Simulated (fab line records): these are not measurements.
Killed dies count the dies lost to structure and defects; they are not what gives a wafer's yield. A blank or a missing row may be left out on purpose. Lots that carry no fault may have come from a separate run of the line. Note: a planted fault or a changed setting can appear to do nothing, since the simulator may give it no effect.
Chamber matching / flow nand-harc / NHARC_A_WL_FILL_STRIP_29 on rie-diel-10 has 4 sister chambers
The step strips in O2, time 20 s. 4 wafers are shown with their chamber, then 8 later ones without.

== WAFERS PAIRED WITH THEIR CHAMBERS ==
wafer=L082.6; chamber=0; drypump-motor-current-A (A)=6.2
wafer=L085.6; chamber=1; drypump-motor-current-A (A)=5.0
wafer=L087.2; chamber=3; drypump-motor-current-A (A)=6.1
wafer=L088.1; chamber=2; drypump-motor-current-A (A)=5.6

== WAFERS MISSING THEIR CHAMBER ==
wafer=L088.3; drypump-motor-current-A (A)=6.2
wafer=L088.4; drypump-motor-current-A (A)=6.1
wafer=L091.1; drypump-motor-current-A (A)=5.0
wafer=L091.3; drypump-motor-current-A (A)=6.1
wafer=L091.4; drypump-motor-current-A (A)=5.6
wafer=L096.1; drypump-motor-current-A (A)=4.9
wafer=L096.3; drypump-motor-current-A (A)=6.2
wafer=L096.6; drypump-motor-current-A (A)=6.2

== THE CHAMBER EACH PASSED THROUGH ==
wafer=L088.3; from the rows above=0; in truth=0
wafer=L088.4; from the rows above=3; in truth=3
wafer=L091.1; from the rows above=1; in truth=1
wafer=L091.3; from the rows above=3; in truth=3
wafer=L091.4; from the rows above=2; in truth=2
wafer=L096.1; from the rows above=1; in truth=1
wafer=L096.3; from the rows above=0; in truth=0
wafer=L096.6; from the rows above=0; in truth=0
8 of 8 placed correctly. Number that these rows cannot place: 0. Wrongly placed: 0.
How it was worked out, from the rows above alone: a wafer's distance from a chamber is the root of the sum, over the readings, of the square of ((its reading less the chamber's mean) divided by the reading's scatter). The wafer belongs to the nearest chamber; if the next one is less than 2 further off, it can't be placed. For every chamber, the mean is computed from those of its wafers that are shown. The scatter: with one shown wafer a chamber, the root of the mean of the squares of how far each hidden wafer lies from its nearest shown one.
